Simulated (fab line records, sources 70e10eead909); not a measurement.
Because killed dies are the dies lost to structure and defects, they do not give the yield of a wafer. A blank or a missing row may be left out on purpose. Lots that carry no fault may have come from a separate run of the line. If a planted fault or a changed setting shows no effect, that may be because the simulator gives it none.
fab line records -- flow nand_harc
record: lots: 7, wafers: 18, last_day: 24
route steps=1159 shown A_STAIRCASE@603 END@1159
lots untouched by any fault: they come from a run of this same line in which no faults occurred
start_h: hours from the record's opening day to when the first of the lot's shown wafers began -- wait_h: hours since the lot's step before -- " identical to the entry in the row above -- L1.1+2: several wafers, shown together as one row -- - value missing, or start not given -- * or withheld: withheld -- < > ~ a bound
route shown NAME@n: names a module that has steps shown in the file, with the first one's number in the route -- usual: mean/standard deviation taken from wafers without a fault -- same: alike in all rows -- chamber/n: place in a boat -- sites: each site's reading -- _std_site: standard deviation across them -- _edge_site: mean of outer sites minus mean of inner sites -- radius_mm: how far each site lies from the wafer's centre -- mask NAME#n: copy n -- behind: the tool/chamber that last shaped the wafer -- hold: what put the lot on hold/how long, in hours/how the hold closed -- device: whichever transistor did not switch (one of n, p or np) -- end of line: the route-end tests of the same wafers -- a step without rows: its recipe alone -- killed: at the first sort, the dies lost to defects and structure; wafer yield is something else -- map: a wafer's dies, x killed, . not, _ none there
set.NAME: the setting as run; set.NAME@STEP: as run at that earlier step -- model.NAME: the simulator's own value behind a step, which no gauge read
lots seen at some steps along the route; tables by step, rows by wafer
services: the hour from which a tool's chamber was out of use, counted from the record's first day as start_h (under 0 if before that day), plus the number of hours and why
== steps ==
step: NHARC_A_STAIRCASE_DEHYDRATE_209
recipe: temp_c: 150, time_s: 120
step: NHARC_A_STAIRCASE_HMDS_210
recipe: time_s: 30
step: NHARC_A_STAIRCASE_COAT_211
recipe: spin_rpm: 1200
step: NHARC_A_STAIRCASE_SOFTBAKE_212
recipe: temp_c: 135, time_s: 170
step: NHARC_A_STAIRCASE_EBR_213
step: NHARC_A_STAIRCASE_EXPOSE_214
recipe: na: 0.5, dose_mj: 31.26, mask_id: STAIR_3
step: NHARC_A_STAIRCASE_PEB_215
recipe: peb_temp_c: 115, peb_time_s: 130
step: NHARC_A_STAIRCASE_DEVELOP_216
recipe: time_s: 140
step: NHARC_A_STAIRCASE_HARDBAKE_218
recipe: temp_c: 120, time_s: 140
step: NHARC_A_STAIRCASE_DESCUM_219
recipe: time_s: 3, o2_flow_sccm: 200, ar_flow_sccm: 0, bias_power_w: 0, chemistry: O2
usual: drypump_motor_current_A: 5.4/0.34, mfc_ar_sccm: 0.011/0.011, oes_product_au: 1.002/0.0073, rf_vpp_V: 58.1/0.78, showerhead_plenum_p_Torr: 1.96/0.073, throttle_valve_pct: 11.313/0.0087
lot.wafer,tool,chamber,start_h,wait_h,drypump_motor_current_A,mfc_ar_sccm,oes_product_au,rf_hours_counter_h,rf_vpp_V,showerhead_plenum_p_Torr,throttle_valve_pct
L607.4,rie_diel-02,1,246.99,-,5.5,0.023,0.997,36,56.1,1.82,11.318
L607.3,rie_diel-02,3,246.99,-,6.1,0,0.991,33,57.9,1.98,11.310
L607.6,rie_diel-02,1,246.99,-,5.5,0.023,0.987,-,57.6,1.82,11.311
L613.4,rie_diel-07,3,281.77,-,5.5,0,0.995,-,59.0,1.92,11.317
L613.3,rie_diel-07,1,281.77,-,5.6,0.018,1.001,-,57.6,1.93,11.316
L613.5,rie_diel-07,1,281.77,-,5.6,0.018,1.013,-,58.8,1.93,11.319
L615.2,rie_diel-07,3,295.16,-,5.5,0,1.007,24,56.9,1.92,11.322
L615.6,rie_diel-07,3,295.16,-,5.4,0,1.009,-,57.9,1.92,11.319
L616.1,rie_diel-07,1,301.94,-,5.6,0.018,1.007,29,58.7,1.93,11.325
L616.2,rie_diel-07,0,301.94,-,5.7,0.022,0.990,23,58.9,1.99,11.300
L618.3,rie_diel-07,2,321.72,-,5.6,0.005,1.001,32,57.1,1.97,11.310
L618.6,rie_diel-07,0,321.72,-,5.7,0.022,1.006,-,57.8,1.98,11.319
L627.4,rie_diel-02,2,366.89,-,5.1,0,0.999,9,58.4,2.05,11.317
L627.6,rie_diel-02,2,366.89,-,5.1,0,1.000,-,58.6,2.05,11.322
L627.5,rie_diel-02,3,366.89,-,6.1,0,0.998,-,58.7,1.97,11.304
L629.2,rie_diel-02,2,382.52,-,5.1,0,1.013,16,59.5,2.05,11.318
L629.3,rie_diel-02,3,382.52,-,6.1,0,1.001,15,59.2,1.96,11.314
L629.6,rie_diel-02,1,382.52,-,5.5,0.023,1.006,-,58.3,1.80,11.304
step: NHARC_A_STAIRCASE_TRIM_220
recipe: time_s: 211.2, o2_flow_sccm: 500, ar_flow_sccm: 0, bias_w: 0, chemistry: O2
usual: drypump_motor_current_A: 5.5/0.35, mfc_ar_sccm: 0.011/0.011, oes_product_au: 1.001/0.0073, rf_vpp_V: 58.0/0.96, showerhead_plenum_p_Torr: 3.61/0.12, throttle_valve_pct: 17.038/0.0097
lot.wafer,tool,chamber,start_h,wait_h,drypump_motor_current_A,mfc_ar_sccm,oes_product_au,rf_hours_counter_h,rf_vpp_V,showerhead_plenum_p_Torr,throttle_valve_pct
L607.4,rie_diel-02,1,247.27,0.3,5.5,0.023,0.993,36,56.3,3.36,17.049
L607.3,rie_diel-02,2,247.27,0.3,5.2,0,1.010,36,59.2,3.79,17.034
L607.6,rie_diel-02,0,247.27,0.3,5.8,0,1.019,-,58.7,3.42,17.037
L613.4,rie_diel-07,3,281.97,0.2,5.5,0,0.999,-,56.0,3.54,17.018
L613.3,rie_diel-07,1,281.97,0.2,5.6,0.018,1.009,-,58.5,3.55,17.023
L613.5,rie_diel-07,1,281.97,0.2,5.6,0.018,0.997,-,56.8,3.55,17.043
L615.2,rie_diel-07,0,295.28,0.1,5.7,0.022,0.993,19,57.4,3.66,17.030
L615.6,rie_diel-07,1,295.28,0.1,5.6,0.018,0.996,-,59.7,3.55,17.039
L616.2,rie_diel-07,0,303.43,1.5,5.7,0.022,0.997,25,58.7,3.65,17.033
L616.1,rie_diel-07,3,303.43,1.5,5.4,0,1.004,29,59.1,3.53,17.035
L618.3,rie_diel-07,3,321.80,0.1,5.5,0,0.995,36,57.4,3.53,17.043
L618.6,rie_diel-07,2,321.80,0.1,5.6,0.005,0.998,-,57.2,3.62,17.052
L627.4,rie_diel-02,2,367.02,0.1,5.2,0,1.007,9,56.5,3.77,17.029
L627.6,rie_diel-02,3,367.02,0.1,6.1,0,0.997,-,58.2,3.62,17.042
L627.5,rie_diel-02,0,367.02,0.1,5.8,0,1.006,-,57.4,3.39,17.037
L629.3,rie_diel-02,0,382.80,0.3,5.8,0,1.001,15,57.8,3.39,17.037
L629.2,rie_diel-02,1,382.80,0.3,5.5,0.023,1.005,15,59.1,3.34,17.034
L629.6,rie_diel-02,3,382.80,0.3,6.1,0,1.006,-,57.0,3.61,17.049
step: NHARC_A_STAIRCASE_ETCH_221
recipe: target_depth_a: 1000, time_s: 40.5, ion_energy_ev: 400, c4f8_flow_sccm: 20, o2_flow_sccm: 10, ar_flow_sccm: withheld, rf_w: 600, bias_w: 1000, chemistry: C4F8/O2
usual: oes_product_au: 0.942/0.014, rf_vpp_V: 899/4.6
lot.wafer,tool,chamber,start_h,wait_h,oes_product_au,rf_hours_counter_h,rf_vpp_V
L607.4,rie_diel-02,1,247.41,-,0.922,36,889
L607.3,rie_diel-02,3,247.41,-,0.915,34,900
L607.6,rie_diel-02,0,247.41,-,0.930,-,891
L613.3,rie_diel-07,1,282.52,-,0.928,-,896
L613.4,rie_diel-07,3,282.52,-,0.934,-,899
L613.5,rie_diel-07,1,282.52,-,0.928,-,897
L615.2,rie_diel-07,0,295.41,-,1.063,19,901
L615.6,rie_diel-07,0,295.41,-,1.066,-,900
L616.1,rie_diel-07,2,303.58,-,0.935,26,898
L616.2,rie_diel-07,3,303.58,-,1.085,29,896
L618.3,rie_diel-07,0,322.00,-,0.938,32,900
L618.6,rie_diel-07,0,322.00,-,1.086,-,900
L627.4,rie_diel-02,1,367.14,-,0.968,9,889
L627.5,rie_diel-02,1,367.14,-,0.952,-,889
L627.6,rie_diel-02,2,367.14,-,0.951,-,904
L629.2,rie_diel-02,0,382.95,-,0.928,15,890
L629.3,rie_diel-02,1,382.95,-,0.938,15,889
L629.6,rie_diel-02,2,382.95,-,0.928,-,905
step: NHARC_A_STAIRCASE_TRIM_222
recipe: time_s: 211.2, o2_flow_sccm: 500, ar_flow_sccm: 0, bias_w: 0, chemistry: O2
usual: drypump_motor_current_A: 5.5/0.36, mfc_ar_sccm: 0.011/0.012, oes_product_au: 1.000/0.0071, rf_vpp_V: 57.9/0.86, showerhead_plenum_p_Torr: 3.61/0.12, throttle_valve_pct: 17.037/0.0087
lot.wafer,tool,chamber,start_h,wait_h,drypump_motor_current_A,mfc_ar_sccm,oes_product_au,rf_hours_counter_h,rf_vpp_V,showerhead_plenum_p_Torr,throttle_valve_pct
L607.4,rie_diel-02,0,-,-,5.9,0,1.003,36,57.3,3.42,17.033
L607.3,rie_diel-02,2,-,-,5.2,0,1.006,36,58.5,3.79,17.031
L607.6,rie_diel-02,0,-,-,5.8,0,0.988,-,57.2,3.42,17.032
L613.3,rie_diel-07,3,-,-,5.4,0,1.006,-,58.9,3.54,17.043
L613.4,rie_diel-07,1,-,-,5.6,0.018,0.996,-,57.6,3.55,17.035
L613.5,rie_diel-07,3,-,-,5.5,0,1.007,-,57.3,3.54,17.048
L615.2,rie_diel-07,2,-,-,5.6,0.005,0.996,22,59.8,3.62,17.037
L615.6,rie_diel-07,1,-,-,5.6,0.018,0.992,-,56.2,3.55,17.038
L616.1,rie_diel-07,0,-,-,5.7,0.022,0.985,25,58.0,3.65,17.053
L616.2,rie_diel-07,3,-,-,5.5,0,0.995,29,58.2,3.53,17.031
L618.3,rie_diel-07,2,-,-,5.6,0.005,0.992,33,59.0,3.62,17.035
L618.6,rie_diel-07,0,-,-,5.7,0.022,1.005,-,59.3,3.65,17.044
L627.4,rie_diel-02,1,-,-,5.5,0.023,0.997,9,58.2,3.34,17.048
L627.5,rie_diel-02,3,-,-,6.1,0,0.992,-,57.3,3.62,17.038
L627.6,rie_diel-02,0,-,-,5.8,0,1.004,-,58.2,3.39,17.039
L629.2,rie_diel-02,2,-,-,5.2,0,1.010,17,57.2,3.76,17.046
L629.3,rie_diel-02,1,-,-,5.5,0.023,1.007,15,56.3,3.34,17.028
L629.6,rie_diel-02,3,-,-,6.1,0,1.007,-,57.3,3.61,17.036
step: NHARC_END_SORT_01
recipe: temp_c: 25
usual: killed_at_array: 26/9.6, killed_at_other: 0.7/0.92, killed_at_periphery: 3.8/2.7, killed_dies: 31/10, killed_open: 3.3/1.7, killed_short: 1.8/1.3
same: gross_dies: 677
lot.wafer,tool,chamber,start_h,wait_h,killed_at_array,killed_at_other,killed_at_periphery,killed_dies,killed_open,killed_short
L616.2,prober-02,0,486.91,2.8,372,3,2,377,4,3
L615.2,prober-02,0,494.71,2.8,427,1,2,430,2,2
L615.6,prober-02,0,497.84,3.9,435,0,7,442,2,2
L618.6,prober-02,0,509.81,4.1,461,0,1,462,1,3
killed by level:class
L616.2 A_STAIRCASE:area_etch=335 A_CHANNEL_HOLE_D1:chamber_film_flake=19 A_SLIT:chamber_film_flake=9 A_WL_FILL:geometric_particle:short=3 A_STAIRCASE:chamber_film_flake=2 THIN_TSV:chamber_film_flake=2 P_GATE:geometric_particle:open=1 A_CHANNEL_FILL_D1:geometric_particle:open=1
L615.2 A_STAIRCASE:area_etch=410 A_SLIT:chamber_film_flake=5 P_GATE:chamber_film_flake=2 A_CHANNEL_HOLE_D1:chamber_film_flake=2 A_SGD_CUT:chamber_film_flake=2 A_CONTACT:chamber_film_flake=2 A_ONON_D1:geometric_particle:short=1 A_CHANNEL_HOLE_D1:geometric_particle:open=1
L615.6 A_STAIRCASE:area_etch=415 A_SLIT:chamber_film_flake=7 P_GATE:chamber_film_flake=3 A_ZERO_WELL:chamber_film_flake=3 A_STAIRCASE:chamber_film_flake=3 P_BONDPAD:chamber_film_flake=2 A_CONTACT:chamber_film_flake=2 P_GATE:geometric_particle:open=1
L618.6 A_STAIRCASE:area_etch=434 A_SLIT:chamber_film_flake=12 A_STAIRCASE:chamber_film_flake=8 A_WL_FILL:geometric_particle:short=2 P_CONTACT:geometric_particle:open=1 A_CONTACT:geometric_particle:short=1 A_ZERO_WELL:chamber_film_flake=1 A_CHANNEL_HOLE_D1:chamber_film_flake=1
map L615.6 (x killed, . not)
____________.____________
_________......._________
_______x.x........_______
______xxxxx.x.x....______
_____xxx.xxxx.x..x.._____
____xxxxxx.x.xxx.xx..____
____.xxxxx.xxx.x..x..____
___xx.xxxxxxxx.xxx...x___
___.xx.xx.x.xxxxx..x..___
__xxxxxxxxxx..xxxx.....__
__.x..xxxxxxxxxxxxx....__
_.xxxx.xxxxxxxxxxxxx.x.._
_..x.xxxxxxxxxxxxx.xx..._
_.xxxxxxxxxxxxxxxxxx.x.._
_.xxxxxxxxxxxxxxxxx.xx.._
_xxxxxxxxxxxxxxxxxx..x.._
x.x.xxxxxxxxxxxxxxx......
.xxxxxxxxxxxxxxxxxxxx....
.xx.xxxxxxxxxxxxxxxxx....
.xxxxxxxxx.xxxxxxxx..x...
.xxxxxxxxxxxxxxxxxxx.x...
_x.xxxxxxxxxxxxxxxxxx..._
_xxx.xxxxxxxxxxx.xxxxx.._
_x.xx.xxxxxxxxxxx.x..x.._
_.xxxxxxxxxxxxxxx...x..._
_.x.xxx.xxxxxxxxxx....x._
__..xxxxxxxxxxx.x....x.__
__x.xxx.xxxxxxx.xx.x.xx__
___x.xxxxxxxxx.xx...x.___
___...xxxxxx...xxxx...___
____.xxxx.xxxx..x....____
____....x.x..x.x.....____
_____x...xxxxx....x._____
______xx..x........______
_______.....xx.x.._______
_________......._________
____________x____________
map L616.2 (x killed, . not)
____________x____________
_________xxxxxxx_________
_______.xxxxxx.x.x_______
______x.xx.x.x.....______
_____xx..xxx.x...xxx_____
____x.xxx..xx....xxxx____
____xxx.x.....x..x.xx____
___xx.x...xx.x..x....x___
___xxx.........xxxxx.x___
__xx.x.xx.x...x.x..xxxx__
__.xx..........x.x.x...__
_xx..xx.x.x.........x..._
_xxx....x......x.....xxx_
_xxxxxxx.x..........xx.._
_xx.x.x.x..x......x....x_
_xx.....xx......x...x..x_
xxxx.xx..x...........xx.x
xxxxxx.............x.xx.x
xx..x....x....xx.x....xxx
xxxxxx..xx......x.x....x.
xxxxxxxxxx.........xxxxxx
_x.xxxxx..............xx_
_xxxxxx.x...x...x..xxxxx_
_xxxx.xxx........xx.xxxx_
_xxxx.xxx......x..x.xxxx_
_xxxxxxxx..xx...xx..xxxx_
__xxxxxxx.xx..x...x.xxx__
__xxxxx.x...xxx.xx..xxx__
___xxxx.xx..x...xxxxxx___
___xxxx..xxxxxxx.xxxxx___
____xxxxxxxxx..xxxxxx____
____xxxxxxxxxxxxxxxxx____
_____xxxxxxxxxxxxxxx_____
______xxxxxxxxxxxxx______
_______xxxxx.xxxxx_______
_________xxxxxx._________
____________x____________
== services ==
tool,chamber,start_h,hours,kind
rie_diel-07,-,228.36,9.0,pm
rie_diel-07,0,228.36,9.0,vent_cycle
rie_diel-07,1,228.36,9.0,vent_cycle
rie_diel-07,2,228.36,9.0,vent_cycle
rie_diel-07,3,228.36,9.0,vent_cycle
rie_diel-02,0,234.34,-,clean
rie_diel-02,1,234.34,-,clean
rie_diel-02,2,234.34,-,clean
rie_diel-02,3,234.34,-,clean
rie_diel-02,3,235.05,5.9,repair
rie_diel-07,0,237.36,-,clean
rie_diel-07,1,237.36,-,clean
rie_diel-07,2,237.36,-,clean
rie_diel-07,3,237.36,-,clean
rie_diel-02,-,258.59,0.4,repair
rie_diel-07,0,261.95,-,clean
rie_diel-07,1,261.95,-,clean
rie_diel-07,2,261.95,-,clean
rie_diel-07,3,261.95,-,clean
rie_diel-07,0,271.98,11.8,repair
rie_diel-02,0,283.36,-,clean
rie_diel-02,2,295.62,8.8,repair
rie_diel-02,-,327.83,9.0,pm
rie_diel-07,0,379.37,1.6,repair
== key ==
first_sign: step: NHARC_A_STAIRCASE_ETCH_221, reading: oes_product_au, direction: up, sigmas: 9.9, usual: 0.942, struck: 1.075
effect: step: NHARC_END_SORT_01, reading: killed_at_array, direction: up, sigmas: 41, usual: 26, struck: 424
more_kills_born_at: NHARC_A_STAIRCASE_ETCH_221@rie_diel-07: 1594
met_at NHARC_A_STAIRCASE_ETCH_221
struck_wafers L615.2,L615.6,L616.2,L618.6
later_rows_left_out L615.2,L615.6,L618.6
tester_left_out L615,L616,L618
onset_between 282.52 295.41
fault: kind: process_parameter_drift, tool: rie_diel-07, chamber: -, onset_h: 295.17, steps: NHARC_A_STAIRCASE_ETCH_221, channel: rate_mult, offset: 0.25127, shape: step, end_h: 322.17, scope: struck_wafers_only
tester_left_out: of these lots the tester's yield and bins aren't shown, on N5 and GAA mostly nor the transistor test; their killed dies are dies lost to structure and defects alone, not to doping, threshold or leakage, so they don't give the yield
later_rows_left_out: the simulator's readings of these wafers behind a module that went badly wrong aren't trusted and aren't shown, but for the sort
